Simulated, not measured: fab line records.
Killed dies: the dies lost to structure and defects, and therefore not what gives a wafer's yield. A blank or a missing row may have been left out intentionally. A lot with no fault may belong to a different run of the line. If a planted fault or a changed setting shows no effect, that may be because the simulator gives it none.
Matching of chambers | flow n5 finfet | N5_BEOL_M13_ETCH_38 on rie diel-01: 4 sister chambers
The step etches SiCN in CF4/N2, target depth 67.5 nm, time 71.9 s. 4 wafers are shown with their chamber, then 10 later ones without.

WAFERS PAIRED WITH THEIR CHAMBERS
wafer  | chamber | drypump motor current A (A)
L085.3 | 2       | 5.3
L086.6 | 1       | 5.5
L088.1 | 0       | 6.8
L088.5 | 3       | 5.2

WAFERS WITHOUT THEIR CHAMBER
wafer  | drypump motor current A (A)
L088.6 | 5.3
L089.3 | 5.3
L089.4 | 5.2
L089.5 | 5.5
L095.4 | 5.5
L095.5 | 6.8
L095.6 | 5.3
L097.1 | 6.7
L097.3 | 5.2
L097.4 | 5.5

WHICH CHAMBER EACH WENT THROUGH
wafer  | from the rows above | in truth
L088.6 | 2                   | 2
L089.3 | 2                   | 2
L089.4 | 3                   | 3
L089.5 | 1                   | 1
L095.4 | 1                   | 1
L095.5 | 0                   | 0
L095.6 | 2                   | 2
L097.1 | 0                   | 0
L097.3 | 3                   | 3
L097.4 | 1                   | 1
Correctly placed: 10 of 10. Number that these rows cannot place: 0. Number placed wrongly: 0.
How it was worked out, from the rows above alone: a wafer's distance from a chamber is the root of the sum, over the readings, of the square of ((its reading less the chamber's mean) divided by the reading's scatter). If the next closest chamber is less than 2 further off than the closest, the wafer can't be placed; otherwise it belongs to the closest. Each chamber's mean is taken over the wafers shown for it. The scatter: with one shown wafer a chamber, the root of the mean of the squares of how far each hidden wafer lies from its nearest shown one.
